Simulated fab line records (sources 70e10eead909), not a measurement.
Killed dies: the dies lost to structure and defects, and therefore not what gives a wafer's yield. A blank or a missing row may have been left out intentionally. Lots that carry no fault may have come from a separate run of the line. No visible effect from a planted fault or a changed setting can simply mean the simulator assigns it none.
Problem report, 8D (eight disciplines) form, completed by code + flow nand_harc + the parts of the form that need people (team, actions taken, sign-off) are left out

1. PROBLEM STATEMENT
Wafers with no fault read 188.44 W with a standard deviation of 0.14, whereas heater_power_total_W at NHARC_A_M1_SOFTBAKE_04 reads a mean of 229.84 W on 1 wafer of 1 lot. That is +99 or more standard deviations from the usual mean.
The step: time 55 s.
Seen first at day 20 01:00 on litho_track-06, wafer L828.2. The record has a number at this step for 35 wafers belonging to 12 lots. The rule behind "out" and "out of limits": a value lying over 4 standard deviations away from the usual mean. The other wafers with a number count as sound.

2. WHAT THIS IS AND IS NOT
| question                    | is                   | is not                                                                                                   |
|-----------------------------|----------------------|----------------------------------------------------------------------------------------------------------|
| which readings at this step | heater_power_total_W | exhaust_pa                                                                                               |
| which lots                  | L828                 | L820, L821, L824, L825, L835, L836, L838, L839, L841, L842, L843                                         |
| which wafers of those lots  | L828.2               | L828.4                                                                                                   |
| read on which tools         | litho_track-06       | litho_track-01, litho_track-04                                                                           |
| when                        | from day 20 01:00    | up to then (13 sound wafers); but 21 sound wafers of L835, L836, L838, L839, L841, L842, L843 came after |

3. THE SUSPECTS, EACH WITH WHAT RULES IT OUT
Counting: a tool at a process step up to the reading stays a suspect if it ran every lot that is out. Sound lots after the first of them don't rule it out here, since some wafers of a struck lot are sound.
- litho_track-06 at NHARC_A_M1_SOFTBAKE_04 (time 55 s): kept. It ran the lot that is out, L828 (day 20 01:00). Its own heater_power_total_W readings are out on those wafers.
The count leaves litho_track-06 at NHARC_A_M1_SOFTBAKE_04.

4. THE CAUSE (what the simulator had put in)
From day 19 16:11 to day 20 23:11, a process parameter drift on litho_track-06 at NHARC_A_M1_SOFTBAKE_04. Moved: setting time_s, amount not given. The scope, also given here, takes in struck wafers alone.
Only this tool survived the counting.

5. SEQUENCE OF EFFECTS, ordered by route
Each row: a reading whose mean over the struck wafers that have a number lies more than 3 standard deviations from the usual. Only readings whose record carries a usual standard deviation are examined. hours: median over the lots of the time between each lot's start at the first step of this table that gives one and its start at this step. sigmas: the change, counted in usual standard deviations.
| hours | step                   | reading              | usual    | on struck wafers | change | sigmas      |
|-------|------------------------|----------------------|----------|------------------|--------|-------------|
| 0     | NHARC_A_M1_SOFTBAKE_04 | heater_power_total_W | 188.44 W | 229.84           | +41.40 | +99 or more |
The process steps in it:
- NHARC_A_M1_SOFTBAKE_04: time 55 s.
Later measuring or inspecting steps at which every struck wafer that the step has a row for has a number for every such reading, and none has moved that far: NHARC_END_SORT_01.

6. HOW IT WOULD HAVE BEEN CAUGHT EARLIER
First out-of-limits reading in this record: day 20 01:00, which is 9 hours after fault onset at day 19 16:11.
